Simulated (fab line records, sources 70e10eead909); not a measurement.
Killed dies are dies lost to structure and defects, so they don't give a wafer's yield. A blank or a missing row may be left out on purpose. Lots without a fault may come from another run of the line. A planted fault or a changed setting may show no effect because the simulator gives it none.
A struck lot beside a sound one | flow nand_harc | 14 steps out of a route of 1159
Sound: wafers L690.2, L690.3, L690.5. Struck: wafers L702.1, L702.3, L702.4. The cause comes at the end.
At each step with rows: each side's tool, then ch and its chambers, then its first start. Under that, the readings that differ: sound wafers | struck wafers | difference of the means | sigmas: that difference in standard deviations of wafers without a fault.
alike: readings whose means differ by less than 2 such deviations, and words and numbers that are the same on both sides. not compared: withheld readings, readings that some wafer has no value for, bounds like >300 that may hide the same value, and numbers for which the record gives no deviation and whose values overlap.
The two part at a step that has a row with sigmas, a row that says differs or no value, or rows on one side only. Numbers that don't overlap but have no deviation are shown without sigmas and don't part them. A reading that every wafer of one side lacks parts them only if that side has two wafers or more.

first, 6 steps without rows for these wafers: NHARC_A_SLIT_COAT_03 (resist thk 90 nm); NHARC_A_SLIT_SOFTBAKE_04 (time 55 s); NHARC_A_SLIT_EBR_05; NHARC_A_SLIT_EXPOSE_06 (exposes mask SLIT); NHARC_A_SLIT_PEB_07 (peb time 65 s); NHARC_A_SLIT_DEVELOP_08 (develop time 35 s).
NHARC_A_SLIT_CD_MEAS_09: target cd 300 nm.
  sound on cd_sem-02 ch 0, day 14 04:03; struck on cd_sem-02 ch 0, day 17 11:35
  alike: cd_nm
NHARC_A_SLIT_OVL_MEAS_10:
  sound on overlay-02, day 14 04:08; struck on overlay-01, day 17 11:41
  reading           | sound          | struck      | difference | sigmas
  overlay_x_nm (nm) | -0.4 -0.4 -0.4 | 1.5 1.8 1.7 | +2.1       | +3
  alike: overlay_y_nm
NHARC_A_SLIT_INSPECT_11:
  sound on defect_inspect-01, day 14 04:11; struck on defect_inspect-01, day 17 11:43
  alike: raw_defect_count
NHARC_A_SLIT_DESCUM_14: chemistry O2, time 3 s.
  sound on rie_diel-07 ch 0,2,3, day 14 04:16; struck on rie_diel-06 ch 0,1,2, day 17 11:47
  alike: drypump_motor_current_A, oes_product_au, rf_vpp_V, showerhead_plenum_p_Torr, throttle_valve_pct
  not compared: rf_hours_counter_h
NHARC_A_SLIT_ETCH_24: etches the open film in CF4/CHF3, target depth 121 nm, time 60.5 s.
  sound on rie_diel-07 ch 0,3, day 14 04:20; struck on rie_diel-06 ch 0,1,2, day 17 11:52
  alike: drypump_motor_current_A, oes_product_au, rf_fwd_power_W, rf_vpp_V, showerhead_plenum_p_Torr, throttle_valve_pct
  not compared: rf_hours_counter_h
NHARC_A_SLIT_ETCH_15: etches the open film in O2/COS, target depth 3200 nm, time 832 s.
  sound on rie_diel-07 ch 1,2,3; struck on rie_diel-06 ch 0,1,2
  alike: drypump_motor_current_A, oes_product_au, rf_fwd_power_W, rf_vpp_V, showerhead_plenum_p_Torr, throttle_valve_pct
  not compared: rf_hours_counter_h
NHARC_A_SLIT_ETCH_17: etches the open film in C4F8/O2/Ar, time 1687.5 s, target depth 10100 nm.
  sound on har_etch-02 ch 0,1, day 14 12:13; struck on har_etch-01 ch 0,1, day 17 16:43
  reading                 | sound             | struck            | difference | sigmas
  model.A_SLIT.cd_nm (nm) | 289.9 289.9 289.9 | 287.8 287.8 287.8 | -2.1       |
  alike: drypump_motor_current_A, showerhead_plenum_p_Torr, throttle_valve_pct
  not compared: rf_hours_counter_h
NHARC_A_SLIT_ETCH_26: etches the open film in C4F8/O2/Ar, time 90 s, target depth 400 nm.
  sound on har_etch-02 ch 0,1, day 14 13:43; struck on har_etch-01 ch 0,1, day 17 18:00
  alike: drypump_motor_current_A, rf_fwd_power_W, showerhead_plenum_p_Torr, throttle_valve_pct
  not compared: rf_hours_counter_h

WHERE THEY PART
Only at NHARC_A_SLIT_OVL_MEAS_10, within this record. Later steps at which nothing parts them and some readings are alike: NHARC_A_SLIT_INSPECT_11, NHARC_A_SLIT_DESCUM_14, NHARC_A_SLIT_ETCH_24, NHARC_A_SLIT_ETCH_15, NHARC_A_SLIT_ETCH_17, NHARC_A_SLIT_ETCH_26.

WHY: what the simulator had put in
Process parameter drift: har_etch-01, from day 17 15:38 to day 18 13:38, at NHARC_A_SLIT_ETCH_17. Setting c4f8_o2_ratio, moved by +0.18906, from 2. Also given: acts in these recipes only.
